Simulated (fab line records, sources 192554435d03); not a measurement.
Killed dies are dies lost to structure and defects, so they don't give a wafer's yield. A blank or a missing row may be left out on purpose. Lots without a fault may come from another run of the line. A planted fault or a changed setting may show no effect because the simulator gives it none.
fab line records | flow n5_finfet
record lots=9 wafers=27 last_day=18
route steps=1938 shown BEOL_M3@947 BEOL_M4@1111
lots that met no fault: from a run of the same line without faults
start_h: hours from the record's first day to the start of the lot's first wafer shown | wait_h: hours since the lot's step before | " the same as in the row above | L1.1+2: a row that stands for several wafers | - no value, or no start given | * or withheld: withheld | < > ~ a bound
route shown NAME@n: a module of which the file shows steps, and the number in the route of the first | usual: mean/standard deviation of fault-free wafers | same: alike in all rows | chamber/n: place in a boat | sites: the reading at each site | _std_site: their standard deviation | _edge_site: outer sites' mean less inner sites' | radius_mm: how far each site lies from the wafer's centre | mask NAME#n: copy n | behind: the tool/chamber that last shaped the wafer | hold: why the lot was held/for how many hours/how that ended | device: the transistor (n, p or np) that didn't switch | end of line: the same wafers' tests at the end of the route | a step without rows: its recipe alone | killed: dies lost to structure and defects at the first sort, not the wafer's yield | map: a wafer's dies, x killed, . not, _ none there
set.NAME: the setting as run; set.NAME@STEP: as run at that earlier step | model.NAME: the simulator's own value behind a step, which no gauge read
steps of the route over a sample of lots; a table a step, a row a wafer
services: from which hour (start_h, from the record's first day; less than 0 if before it) a tool's chamber was out of use, for how many hours, and why
## steps
# step N5_BEOL_M3_DESCUM_16
# recipe chemistry=O2 time_s=7 source_power_w=50 bias_power_w=20 pressure_mtorr=20 rf_frequency_hz=2.712e+07 temp_c=40 resist=CAR-EUV o2_flow_sccm=225
# usual drypump_motor_current_A=5.9/0.32 oes_product_au=0.82/0.096 rf_vpp_V=243.8/1.3 showerhead_plenum_p_Torr=2.13/0.061 temp_c=39.99/0.12 throttle_valve_pct=20.46/0.21
# columns lot.wafer tool chamber start_h wait_h drypump_motor_current_A oes_product_au rf_hours_counter_h rf_vpp_V showerhead_plenum_p_Torr temp_c throttle_valve_pct
L742.1 rie_diel-01 3 176.29 0.9 5.8 0.87 52 243.8 2.12 40.02 20.38
L742.4 " 0 " " 6.3 0.87 - 244.0 2.11 40.14 20.52
L742.6 " 3 " " 5.8 0.86 - 243.9 2.12 40.25 20.37
L745.1 rie_diel-02 1 182.04 0.0 5.7 0.94 10 244.6 2.12 40.26 20.10
L745.3 " 0 " " 5.4 0.75 163 244.1 2.17 40.06 20.85
L745.6 " 3 " " 6.3 0.91 - 245.6 2.23 39.86 20.40
L747.1 rie_diel-01 1 186.59 0.1 5.8 0.69 252 242.1 2.16 40.15 20.99
L747.3 " 0 " " 6.3 0.85 53 243.5 2.11 40.12 20.52
L747.4 " 1 " " 5.8 0.69 - 244.2 2.16 40.08 20.98
L755.3 rie_diel-01 1 257.48 0.0 5.8 0.91 12 243.9 2.16 40.00 20.53
L755.5 " 2 " " 5.8 0.94 - 244.3 2.22 39.93 20.27
L755.6 " 3 " " 5.8 0.82 - 245.1 2.11 39.95 20.41
L759.2 rie_diel-01 2 268.65 0.0 5.9 0.95 28 245.7 2.22 39.93 20.28
L759.3 " 0 " " 6.3 0.82 83 243.7 2.10 39.99 20.57
L759.6 " 0 " " 6.3 0.82 - 243.6 2.10 40.10 20.57
L760.1 rie_diel-02 1 271.28 0.1 5.7 0.89 31 244.4 2.12 39.99 20.15
L760.3 " 2 " " 6.2 0.66 240 243.2 2.06 40.01 20.33
L760.5 " 1 " " 5.7 0.89 - 244.1 2.12 39.69 20.11
L761.3 rie_diel-02 0 278.99 0.0 5.4 0.73 193 245.1 2.15 39.86 20.90
L761.5 " 0 " " 5.5 0.73 - 244.1 2.15 39.98 20.88
L761.6 " 3 " " 6.3 0.86 - 245.8 2.22 39.99 20.44
L762.2 rie_diel-05 2 281.67 0.0 5.0 0.73 205 241.2 1.99 39.82 20.39
L762.4 " 3 " " 5.7 0.96 6 242.0 2.14 39.90 20.36
L762.5 " 0 " " 6.1 0.68 - 245.3 2.14 40.22 20.55
L764.1 rie_diel-05 0 302.79 0.4 6.1 0.67 249 243.1 2.14 40.11 20.56
L764.3 " 3 " " 5.8 0.93 12 245.3 2.14 40.12 20.36
L764.4 " 2 " " 5.0 0.72 211 241.1 1.99 40.10 20.40
# step N5_BEOL_M3_DESCUM_33
# recipe chemistry=O2 time_s=7 source_power_w=50 bias_power_w=20 pressure_mtorr=20 rf_frequency_hz=2.712e+07 temp_c=40 resist=CAR-EUV o2_flow_sccm=225
# usual drypump_motor_current_A=5.9/0.35 oes_product_au=0.81/0.094 rf_vpp_V=243.8/1.2 showerhead_plenum_p_Torr=2.13/0.061 temp_c=40.00/0.11 throttle_valve_pct=20.46/0.22
# columns lot.wafer tool chamber start_h wait_h drypump_motor_current_A oes_product_au rf_hours_counter_h rf_vpp_V showerhead_plenum_p_Torr temp_c throttle_valve_pct
L742.1 rie_diel-05 3 178.05 0.8 5.8 0.69 235 243.7 2.15 40.01 20.69
L742.4 " 0 " " 6.1 0.69 214 246.1 2.15 40.15 20.51
L742.6 " 2 " " 5.0 0.75 - 241.7 2.01 40.06 20.33
L745.1 rie_diel-01 3 183.04 0.0 5.8 0.86 56 243.6 2.11 39.95 20.38
L745.3 " 0 " " 6.3 0.86 52 242.8 2.11 39.91 20.51
L745.6 " 3 " " 5.8 0.86 - 243.0 2.11 39.96 20.38
L747.1 rie_diel-05 1 187.46 0.0 6.1 0.76 136 243.4 2.08 40.09 20.38
L747.3 " 2 " " 5.0 0.75 174 242.7 2.00 39.96 20.35
L747.4 " 0 " " 6.1 0.69 217 243.3 2.15 40.13 20.50
L755.3 rie_diel-02 0 258.35 0.0 5.5 0.73 187 243.5 2.16 40.12 20.87
L755.5 " 2 " " 6.2 0.68 - 242.4 2.06 39.94 20.34
L755.6 " 1 " " 5.7 0.90 - 243.3 2.12 39.93 20.14
L759.2 rie_diel-02 1 269.57 0.0 5.7 0.90 30 244.5 2.12 40.19 20.12
L759.3 " 0 " " 5.5 0.73 190 242.3 2.16 40.03 20.86
L759.6 " 2 " " 6.2 0.67 - 244.7 2.06 39.77 20.34
L760.1 rie_diel-01 0 272.33 0.2 6.3 0.81 85 244.1 2.10 39.87 20.56
L760.3 " 3 " " 5.8 0.81 84 243.9 2.10 39.89 20.41
L760.5 " 0 " " 6.3 0.82 - 243.4 2.10 40.13 20.58
L761.3 rie_diel-01 0 280.00 0.0 6.3 0.81 88 244.1 2.10 40.18 20.58
L761.5 " 3 " " 5.8 0.81 - 244.3 2.10 39.95 20.43
L761.6 " 0 " " 6.3 0.81 - 244.7 2.10 40.04 20.57
L762.2 rie_diel-02 0 282.56 0.1 5.5 0.74 193 243.9 2.15 40.07 20.87
L762.4 " 1 " " 5.7 0.89 34 243.5 2.11 40.01 20.14
L762.5 " 2 " " 6.1 0.67 - 242.0 2.05 39.84 20.36
L764.1 rie_diel-01 3 303.79 0.0 5.8 0.81 94 243.8 2.10 40.18 20.45
L764.3 " 2 " " 5.8 0.92 40 245.6 2.22 40.04 20.30
L764.4 " 1 " " 5.8 0.89 27 244.1 2.15 39.99 20.56
# step N5_BEOL_M3_ALD_98
# recipe material=SiO2 target_thk_a=25 temp_c=100 ald_precursor_family=BDEAS ald_co_reactant=O2-plasma pulse_time_s=1 co_reactant_pulse_time_s=1 purge_time_s=2 co_reactant_purge_time_s=2 ald_cycles=17 pressure_torr=2
# usual ald_cycles=17/0 heater_power_w=76/8.9 precursor_pulse_height_rel=1.000/0.02
# columns lot.wafer tool chamber start_h wait_h ald_cycles heater_power_w precursor_pulse_height_rel since_wet_clean_h
L742.1 ald_sin-01 3 178.60 0.5 17 72 0.982 79
L742.4 " 1 " " 17 93 0.984 79
L742.6 " 2 " " 17 69 1.007 -
L745.1 ald_sin-01 3 183.17 0.1 17 71 1.010 83
L745.3 " 2 " " 17 69 0.993 83
L745.6 " 2 " " 18 68 1.013 -
L747.1 ald_sin-01 3 187.60 0.1 17 70 0.971 88
L747.3 " 0 " " 17 74 1.010 88
L747.4 " 2 " " 18 69 1.011 88
L755.3 ald_sin-03 0 258.49 0.1 17 81 1.039 355
L755.5 " 3 " " 17 59 0.992 -
L755.6 " 0 " " 17 80 0.969 -
L759.2 ald_sin-01 3 270.18 0.5 17 72 0.978 170
L759.3 " 0 " " 17 72 1.018 170
L759.6 " 2 " " 17 71 0.994 -
L760.1 ald_sin-01 0 272.58 0.2 17 73 1.025 173
L760.3 " 1 " " 17 90 1.007 173
L760.5 " 0 " " 17 72 0.981 -
L761.3 ald_sin-01 0 281.30 1.2 17 73 0.990 182
L761.5 " 2 " " 17 69 0.971 -
L761.6 " 3 " " 17 74 1.011 -
L762.2 ald_sin-01 2 282.69 0.1 17 69 0.999 183
L762.4 " 1 " " 17 94 0.989 183
L762.5 " 2 " " 17 71 1.004 -
L764.1 ald_sin-04 2 303.92 0.1 17 87 1.069 113
L764.3 " 0 " " 17 82 1.005 113
L764.4 " 1 " " 17 75 0.978 113
# step N5_BEOL_M3_ETCH_70
# recipe chemistry=N2/H2 target=SOC target_depth_a=800 overetch_a=160 mask_material=SiARC temp_c=40 time_s=120 ion_energy_ev=200 pressure_mtorr=30 source_w=840 bias_w=150 n2_flow_sccm=200 h2_flow_sccm=200
# usual drypump_motor_current_A=5.9/0.37 oes_product_au=0.61/0.069 rf_vpp_V=525.1/2.2 showerhead_plenum_p_Torr=2.58/0.076 temp_c=39.99/0.11 throttle_valve_pct=17.86/0.24
# columns lot.wafer tool chamber start_h wait_h drypump_motor_current_A oes_product_au rf_hours_counter_h rf_vpp_V showerhead_plenum_p_Torr temp_c throttle_valve_pct
L742.1 rie_diel-01 1 181.23 0.0 5.8 0.53 250 525.6 2.62 40.03 18.32
L742.4 " 1 " " 5.8 0.53 - 526.0 2.62 39.95 18.33
L742.6 " 3 " " 5.8 0.66 - 525.3 2.57 39.87 17.72
L745.1 rie_diel-05 1 203.23 0.0 6.0 0.58 140 524.0 2.53 39.94 17.74
L745.3 " 0 " " 6.1 0.53 220 525.2 2.62 39.83 18.04
L745.6 " 0 " " 6.1 0.53 - 526.3 2.62 39.90 18.02
L747.1 rie_diel-01 3 203.38 0.0 5.8 0.65 66 525.3 2.57 40.09 17.74
L747.3 " 0 " " 6.3 0.64 62 526.7 2.60 39.92 18.09
L747.4 " 0 " " 6.4 0.64 - 525.0 2.60 39.90 18.08
L755.3 rie_diel-02 3 263.17 0.0 6.3 0.66 53 527.5 2.69 39.92 17.80
L755.5 " 3 " " 6.3 0.65 - 526.8 2.69 40.17 17.79
L755.6 " 0 " " 5.5 0.56 - 526.2 2.63 39.92 18.26
L759.2 rie_diel-05 3 283.65 0.0 5.8 0.73 7 526.9 2.59 39.88 17.62
L759.3 " 0 " " 6.1 0.52 244 525.0 2.61 39.78 18.07
L759.6 " 3 " " 5.8 0.73 - 524.9 2.59 39.95 17.61
L760.1 rie_diel-02 2 286.79 0.0 6.2 0.51 244 523.3 2.51 39.98 17.86
L760.3 " 1 " " 5.7 0.66 35 526.2 2.59 39.99 17.60
L760.5 " 3 " " 6.3 0.65 - 528.4 2.69 39.93 17.79
L761.3 rie_diel-01 0 287.11 0.0 6.3 0.62 90 524.3 2.59 39.97 18.13
L761.5 " 0 " " 6.4 0.62 - 524.3 2.59 40.08 18.13
L761.6 " 3 " " 5.9 0.63 - 524.8 2.56 39.99 17.78
L762.2 rie_diel-05 3 292.71 0.0 5.8 0.71 9 524.9 2.59 40.02 17.60
L762.4 " 1 " " 6.0 0.57 171 522.8 2.52 39.86 17.77
L762.5 " 2 " " 5.0 0.55 - 521.7 2.40 40.10 17.64
L764.1 rie_diel-02 0 304.47 0.0 5.5 0.56 199 526.4 2.63 39.77 18.27
L764.3 " 2 " " 6.2 0.51 248 523.1 2.51 40.11 17.85
L764.4 " 1 " " 5.7 0.66 40 526.0 2.59 39.95 17.59
# step N5_BEOL_M4_RC_MEAS_101
# usual DIBL_N=36.0/2.2 DIBL_P=36.2/2.4 IOFF_N=0.16/0.035 IOFF_P=0.21/0.037 ION_N=672/13 ION_P=461/7 SS_N=71.4/0.69 SS_P=73.2/0.75 VT_N=250/3.4 VT_P=-251/3
# columns lot.wafer tool chamber start_h wait_h DIBL_N[mV/V] DIBL_P[mV/V] IOFF_N[nA/um] IOFF_P[nA/um] ION_N[uA/um] ION_P[uA/um] SS_N[mV/dec] SS_P[mV/dec] VT_N[mV] VT_P[mV]
L742.1 prober-02 0 207.70 0.0 33.4 33.8 0.13 0.17 678 460 70.8 72.1 252 -251
L742.4 " 0 " " 30.8 32.2 0.10 0.16 659 462 70.2 72.1 257 -254
L742.6 " 0 " " 33.7 34.7 0.14 0.19 679 465 70.8 72.4 249 -253
L745.1 prober-02 0 232.31 0.0 34.8 35.5 0.14 0.20 672 463 70.9 73.6 252 -252
L745.3 " 0 " " 34.9 35.1 0.14 0.20 666 462 70.7 72.9 251 -248
L745.6 " 0 " " 33.5 34.3 0.12 0.18 661 457 70.3 72.7 254 -251
L747.1 prober-01 0 235.09 0.0 35.2 34.8 0.14 0.18 665 455 71.1 72.2 253 -255
L747.3 " 0 " " 32.3 32.9 0.11 0.16 655 454 70.3 71.8 254 -252
L747.4 " 0 " " 35.6 36.0 0.14 0.19 667 461 71.0 72.8 251 -254
L755.3 prober-02 0 302.42 0.3 35.7 36.3 0.16 0.20 673 466 71.7 73.6 251 -253
L755.5 " 0 " " 36.6 37.7 0.17 0.22 665 464 72.0 73.7 251 -252
L755.6 " 0 " " 34.8 36.3 0.15 0.20 669 458 71.0 73.3 250 -253
L759.2 prober-01 0 304.76 0.2 40.9 41.1 0.26 0.30 700 476 72.6 75.2 243 -247
L759.3 " 0 " " 38.3 37.2 0.18 0.23 689 466 71.8 73.6 249 -251
L759.6 " 0 " " 38.9 38.2 0.20 0.24 691 462 71.8 74.7 249 -249
L761.3 prober-01 0 316.21 0.3 36.3 35.8 0.16 0.18 681 460 71.5 72.7 248 -254
L761.5 " 0 " " 36.5 36.5 0.16 0.19 684 460 71.9 73.1 253 -252
L761.6 " 0 " " 39.1 39.1 0.21 0.23 696 462 71.9 73.3 245 -251
L760.1 prober-02 0 322.04 0.0 35.0 35.2 0.14 0.18 658 455 70.9 72.9 252 -250
L760.3 " 0 " " 33.6 33.7 0.11 0.16 645 447 70.1 71.8 254 -254
L760.5 " 0 " " 33.6 34.3 0.12 0.16 649 451 70.0 71.6 255 -253
L762.2 prober-02 0 333.93 0.2 36.0 34.2 0.14 0.21 677 467 71.6 73.0 251 -244
L762.4 " 0 " " 39.7 38.0 0.20 0.28 687 476 71.6 73.2 247 -243
L762.5 " 0 " " 38.7 37.5 0.18 0.26 677 471 71.9 73.5 247 -245
L764.1 prober-01 0 341.10 0.0 36.0 35.5 0.14 0.20 676 466 70.8 73.0 251 -249
L764.3 " 0 " " 37.5 37.4 0.18 0.24 682 473 71.7 73.2 249 -247
L764.4 " 0 " " 36.2 36.2 0.16 0.21 678 466 71.3 73.0 250 -248
## services
# columns tool chamber start_h hours kind
rie_diel-01 2 168.39 - clean
rie_diel-01 2 168.39 - consumable_replace:focus_ring
rie_diel-01 2 168.39 - consumable_replace:showerhead
rie_diel-01 2 168.39 21.4 scheduled_down
rie_diel-01 2 168.39 21.4 vent_cycle
ald_sin-04 - 176.75 14.0 pm
rie_diel-02 2 177.07 8.7 repair
rie_diel-01 1 189.91 - clean
rie_diel-01 1 189.91 - consumable_replace:focus_ring
rie_diel-01 1 189.91 30.6 scheduled_down
rie_diel-01 1 189.91 30.6 vent_cycle
ald_sin-04 1 194.15 6.7 repair
ald_sin-03 - 194.21 6.0 pm
rie_diel-02 1 203.82 16.6 repair
rie_diel-01 3 205.00 4.9 repair
ald_sin-03 2 223.34 3.2 repair
rie_diel-05 0 227.75 9.5 repair
ald_sin-04 1 248.57 39.7 repair
ald_sin-01 - 250.23 0.8 repair
rie_diel-01 3 252.29 4.1 repair
rie_diel-02 - 263.90 1.7 repair
ald_sin-03 2 266.92 3.4 repair
ald_sin-03 - 268.25 14.0 pm
ald_sin-04 0 285.51 11.5 repair
## key
first_sign step=N5_BEOL_M3_ALD_98 reading=ald_cycles direction=up sigmas=99+ usual=* struck=*
effect none on later readings
met_at N5_BEOL_M3_ALD_98
struck_lots L745,L747
struck_wafers L745.6,L747.4
not_acting_at N5_BEOL_M3_DESCUM_16,N5_BEOL_M3_DESCUM_33,N5_BEOL_M3_ETCH_70
onset_between 178.60 183.17
fault kind=process_parameter_drift tool=ald_sin-01 chamber=- onset_h=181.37 steps=N5_BEOL_M3_ALD_98 channel=ald_cycles offset=* shape=step end_h=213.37 scope=struck_wafers_only acts_in=* stated=*
